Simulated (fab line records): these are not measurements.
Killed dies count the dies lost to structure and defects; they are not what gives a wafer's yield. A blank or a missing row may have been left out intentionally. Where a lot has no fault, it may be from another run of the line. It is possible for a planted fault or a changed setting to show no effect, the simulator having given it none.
Matching of chambers ; flow n5Finfet ; cvdCo-02 running N5_BEOL_M1_CO_CAP_55: 3 sister chambers
The step material Co, precursor CCTBA/H2, target thk 2 nm, time 102.1 s. 3 wafers are shown with their chamber, then 7 later ones without.

== EACH WAFER AND ITS CHAMBER ==
wafer;chamber;heaterPowerW (W)
L604.5;2;228
L614.3;1;231
L614.4;0;204

== WAFERS WITHOUT THEIR CHAMBER ==
wafer;heaterPowerW (W)
L614.6;227
L615.3;224
L615.4;200
L615.5;230
L618.2;205
L618.3;230
L618.4;223

== WHICH CHAMBER EACH WENT THROUGH ==
wafer;from the rows above;in truth
L614.6;can't be placed: 2 or 1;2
L615.3;can't be placed: 2 or 1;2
L615.4;0;0
L615.5;can't be placed: 1 or 2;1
L618.2;0;0
L618.3;can't be placed: 1 or 2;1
L618.4;can't be placed: 2 or 1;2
2 of 7 placed correctly. Unplaceable from these rows: 5, with the true chamber sitting among the candidates in 5. Wrongly placed: 0.
How it was worked out, from the rows above alone: a wafer's distance from a chamber is the root of the sum, over the readings, of the square of ((its reading less the chamber's mean) divided by the reading's scatter). If the next closest chamber is less than 2 further off than the closest, the wafer can't be placed; otherwise it belongs to the closest. For every chamber, the mean is computed from those of its wafers that are shown. The scatter: with one shown wafer a chamber, the root of the mean of the squares of how far each hidden wafer lies from its nearest shown one.
